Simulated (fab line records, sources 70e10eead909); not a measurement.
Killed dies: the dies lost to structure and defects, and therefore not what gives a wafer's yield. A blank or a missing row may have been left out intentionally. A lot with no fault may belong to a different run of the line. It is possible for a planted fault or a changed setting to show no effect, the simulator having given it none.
Matching of chambers | flow nand_harc | rie_diel-11 running NHARC_A_STAIRCASE_DESCUM_443: 4 sister chambers
The step chemistry O2, time 3 s. 4 wafers are shown with their chamber, then 11 later ones without.

## WAFERS WITH THEIR CHAMBER
wafer  | chamber | drypump_motor_current_A (A)
L094.1 | 0       | 5.0
L094.3 | 3       | 6.0
L094.5 | 1       | 6.4
L092.1 | 2       | 4.8

## WAFERS WITHOUT THEIR CHAMBER
wafer  | drypump_motor_current_A (A)
L092.2 | 5.9
L092.6 | 6.4
L096.1 | 6.4
L096.3 | 5.1
L096.4 | 4.8
L096.2 | 5.9
L096.5 | 4.8
L096.6 | 6.0
L095.2 | 4.8
L095.3 | 6.4
L095.4 | 5.1

## CHAMBER TAKEN BY EACH
wafer  | from the rows above | in truth
L092.2 | 3                   | 3
L092.6 | 1                   | 1
L096.1 | 1                   | 1
L096.3 | 0                   | 0
L096.4 | 2                   | 2
L096.2 | 3                   | 3
L096.5 | 2                   | 2
L096.6 | 3                   | 3
L095.2 | 2                   | 2
L095.3 | 1                   | 1
L095.4 | 0                   | 0
Correct placement for 11 of the 11. Number that these rows cannot place: 0. Number placed wrongly: 0.
How it was worked out, from the rows above alone: a wafer's distance from a chamber is the root of the sum, over the readings, of the square of ((its reading less the chamber's mean) divided by the reading's scatter). The wafer belongs to the nearest chamber; if the next one is less than 2 further off, it can't be placed. A chamber's mean is the mean of its shown wafers. The scatter (one wafer shown for each chamber): square how far every hidden wafer sits from the nearest shown wafer, average those squares and take the square root.
